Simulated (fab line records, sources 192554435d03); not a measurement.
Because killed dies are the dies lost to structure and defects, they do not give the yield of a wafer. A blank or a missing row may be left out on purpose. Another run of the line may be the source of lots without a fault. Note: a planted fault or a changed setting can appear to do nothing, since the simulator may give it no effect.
Matching of chambers || flow n5-finfet || 4 sister chambers for N5_BEOL_M5_ETCH_68 on rie-diel-05
The step etches SOC in N2/H2, target depth 80 nm, overetch 16 nm, time 120 s. 18 wafers are shown with their chamber, then 9 later ones without.

## WAFERS WITH THEIR CHAMBER
{"wafer": "L074.1", "chamber": 3, "showerhead-plenum-p-Torr (Torr)": 2.63, "drypump-motor-current-A (A)": 5.8, "throttle-valve-pct (%)": 18.15}
{"wafer": "L074.4", "chamber": 1, "showerhead-plenum-p-Torr (Torr)": 2.59, "drypump-motor-current-A (A)": 5.9, "throttle-valve-pct (%)": 17.63}
{"wafer": "L074.6", "chamber": 1, "showerhead-plenum-p-Torr (Torr)": 2.59, "drypump-motor-current-A (A)": 6.0, "throttle-valve-pct (%)": 17.62}
{"wafer": "L081.1", "chamber": 2, "showerhead-plenum-p-Torr (Torr)": 2.45, "drypump-motor-current-A (A)": 5.1, "throttle-valve-pct (%)": 17.72}
{"wafer": "L081.2", "chamber": 0, "showerhead-plenum-p-Torr (Torr)": 2.44, "drypump-motor-current-A (A)": 5.1, "throttle-valve-pct (%)": 17.88}
{"wafer": "L081.4", "chamber": 2, "showerhead-plenum-p-Torr (Torr)": 2.45, "drypump-motor-current-A (A)": 5.0, "throttle-valve-pct (%)": 17.71}
{"wafer": "L077.2", "chamber": 3, "showerhead-plenum-p-Torr (Torr)": 2.63, "drypump-motor-current-A (A)": 5.8, "throttle-valve-pct (%)": 18.17}
{"wafer": "L077.4", "chamber": 0, "showerhead-plenum-p-Torr (Torr)": 2.44, "drypump-motor-current-A (A)": 5.1, "throttle-valve-pct (%)": 17.87}
{"wafer": "L077.6", "chamber": 2, "showerhead-plenum-p-Torr (Torr)": 2.45, "drypump-motor-current-A (A)": 5.0, "throttle-valve-pct (%)": 17.74}
{"wafer": "L083.1", "chamber": 2, "showerhead-plenum-p-Torr (Torr)": 2.45, "drypump-motor-current-A (A)": 5.0, "throttle-valve-pct (%)": 17.71}
{"wafer": "L083.5", "chamber": 3, "showerhead-plenum-p-Torr (Torr)": 2.63, "drypump-motor-current-A (A)": 5.8, "throttle-valve-pct (%)": 18.16}
{"wafer": "L083.6", "chamber": 2, "showerhead-plenum-p-Torr (Torr)": 2.45, "drypump-motor-current-A (A)": 5.0, "throttle-valve-pct (%)": 17.74}
{"wafer": "L084.3", "chamber": 0, "showerhead-plenum-p-Torr (Torr)": 2.44, "drypump-motor-current-A (A)": 5.2, "throttle-valve-pct (%)": 17.90}
{"wafer": "L084.4", "chamber": 0, "showerhead-plenum-p-Torr (Torr)": 2.44, "drypump-motor-current-A (A)": 5.1, "throttle-valve-pct (%)": 17.90}
{"wafer": "L084.6", "chamber": 2, "showerhead-plenum-p-Torr (Torr)": 2.45, "drypump-motor-current-A (A)": 5.0, "throttle-valve-pct (%)": 17.75}
{"wafer": "L086.1", "chamber": 0, "showerhead-plenum-p-Torr (Torr)": 2.43, "drypump-motor-current-A (A)": 5.1, "throttle-valve-pct (%)": 17.90}
{"wafer": "L086.3", "chamber": 1, "showerhead-plenum-p-Torr (Torr)": 2.59, "drypump-motor-current-A (A)": 5.9, "throttle-valve-pct (%)": 17.19}
{"wafer": "L086.6", "chamber": 2, "showerhead-plenum-p-Torr (Torr)": 2.45, "drypump-motor-current-A (A)": 5.1, "throttle-valve-pct (%)": 17.74}

SIGNATURES (means of the wafers above)
{"reading": "showerhead-plenum-p-Torr", "chamber 0": 2.4380, "chamber 1": 2.5900, "chamber 2": 2.4500, "chamber 3": 2.6300, "scatter within a chamber": 0.00239}
{"reading": "drypump-motor-current-A", "chamber 0": 5.120, "chamber 1": 5.933, "chamber 2": 5.029, "chamber 3": 5.800, "scatter within a chamber": 0.0455}
{"reading": "throttle-valve-pct", "chamber 0": 17.8900, "chamber 1": 17.4800, "chamber 2": 17.7300, "chamber 3": 18.1600, "scatter within a chamber": 0.0959}
Rule: a wafer lies at a distance from a chamber equal to the root of the sum of squares, over the readings, of (its reading less the chamber's mean, divided by the reading's scatter). The wafer belongs to the nearest chamber; if the next one is less than 2 further off, it can't be placed. The scatter: take each reading less its chamber's mean, square it, sum over the shown wafers, divide by the number of wafers less the number of chambers, and take the root.

## WAFERS WITHOUT THEIR CHAMBER
{"wafer": "L088.1", "showerhead-plenum-p-Torr (Torr)": 2.44, "drypump-motor-current-A (A)": 5.1, "throttle-valve-pct (%)": 17.75}
{"wafer": "L088.4", "showerhead-plenum-p-Torr (Torr)": 2.62, "drypump-motor-current-A (A)": 5.8, "throttle-valve-pct (%)": 18.19}
{"wafer": "L088.5", "showerhead-plenum-p-Torr (Torr)": 2.62, "drypump-motor-current-A (A)": 5.8, "throttle-valve-pct (%)": 18.19}
{"wafer": "L095.2", "showerhead-plenum-p-Torr (Torr)": 2.44, "drypump-motor-current-A (A)": 5.1, "throttle-valve-pct (%)": 17.77}
{"wafer": "L095.5", "showerhead-plenum-p-Torr (Torr)": 2.43, "drypump-motor-current-A (A)": 5.1, "throttle-valve-pct (%)": 17.95}
{"wafer": "L095.6", "showerhead-plenum-p-Torr (Torr)": 2.58, "drypump-motor-current-A (A)": 6.0, "throttle-valve-pct (%)": 17.22}
{"wafer": "L097.2", "showerhead-plenum-p-Torr (Torr)": 2.62, "drypump-motor-current-A (A)": 5.8, "throttle-valve-pct (%)": 18.20}
{"wafer": "L097.3", "showerhead-plenum-p-Torr (Torr)": 2.58, "drypump-motor-current-A (A)": 6.0, "throttle-valve-pct (%)": 17.22}
{"wafer": "L097.6", "showerhead-plenum-p-Torr (Torr)": 2.42, "drypump-motor-current-A (A)": 5.1, "throttle-valve-pct (%)": 17.95}

## EACH ONE'S CHAMBER
{"wafer": "L088.1", "from the rows above": 0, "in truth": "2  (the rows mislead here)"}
{"wafer": "L088.4", "from the rows above": 3, "in truth": 3}
{"wafer": "L088.5", "from the rows above": 3, "in truth": 3}
{"wafer": "L095.2", "from the rows above": 0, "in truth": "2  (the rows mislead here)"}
{"wafer": "L095.5", "from the rows above": 0, "in truth": 0}
{"wafer": "L095.6", "from the rows above": 1, "in truth": 1}
{"wafer": "L097.2", "from the rows above": 3, "in truth": 3}
{"wafer": "L097.3", "from the rows above": 1, "in truth": 1}
{"wafer": "L097.6", "from the rows above": 0, "in truth": 0}
7 of 9 placed correctly. Left unplaced by these rows: 0. Number placed wrongly: 2.
